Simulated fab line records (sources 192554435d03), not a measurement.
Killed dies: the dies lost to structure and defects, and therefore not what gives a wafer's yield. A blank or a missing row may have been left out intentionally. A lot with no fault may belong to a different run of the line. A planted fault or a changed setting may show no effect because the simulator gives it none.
Matching of chambers | flow n5Finfet | pecvd-02 running N5_BEOL_M8_DEP_56: 3 sister chambers
The step deposits SiCN from 3MS/NH3, target thk 10 nm, time 17.5 s. 3 wafers are shown with their chamber, then 8 later ones without.

## EACH WAFER AND ITS CHAMBER
wafer  | chamber | throttleValvePct (%)
L085.2 | 1       | 9.3
L087.4 | 2       | 9.1
L090.4 | 0       | 9.3

## WAFERS WITH NO CHAMBER GIVEN
wafer  | throttleValvePct (%)
L090.5 | 9.4
L090.6 | 9.2
L093.1 | 9.1
L093.4 | 8.7
L093.5 | 9.3
L097.2 | 9.2
L097.4 | 9.6
L097.5 | 9.3

## THE CHAMBER EACH PASSED THROUGH
wafer  | from the rows above          | in truth
L090.5 | can't be placed: 0 or 1 or 2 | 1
L090.6 | can't be placed: 2 or 0 or 1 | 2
L093.1 | can't be placed: 2 or 0 or 1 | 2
L093.4 | can't be placed: 2 or 0 or 1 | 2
L093.5 | can't be placed: 0 or 1 or 2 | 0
L097.2 | can't be placed: 2 or 0 or 1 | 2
L097.4 | can't be placed: 0 or 1 or 2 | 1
L097.5 | can't be placed: 0 or 1 or 2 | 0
Correctly placed: 0 of 8. These rows do not allow placing 8 (true chamber among the candidates in 8). Wrongly placed: 0.
How it was worked out, from the rows above alone: a wafer's distance from a chamber is the root of the sum, over the readings, of the square of ((its reading less the chamber's mean) divided by the reading's scatter). If the next closest chamber is less than 2 further off than the closest, the wafer can't be placed; otherwise it belongs to the closest. A chamber's mean is the mean of its shown wafers. The scatter (one wafer shown for each chamber): square how far every hidden wafer sits from the nearest shown wafer, average those squares and take the square root.
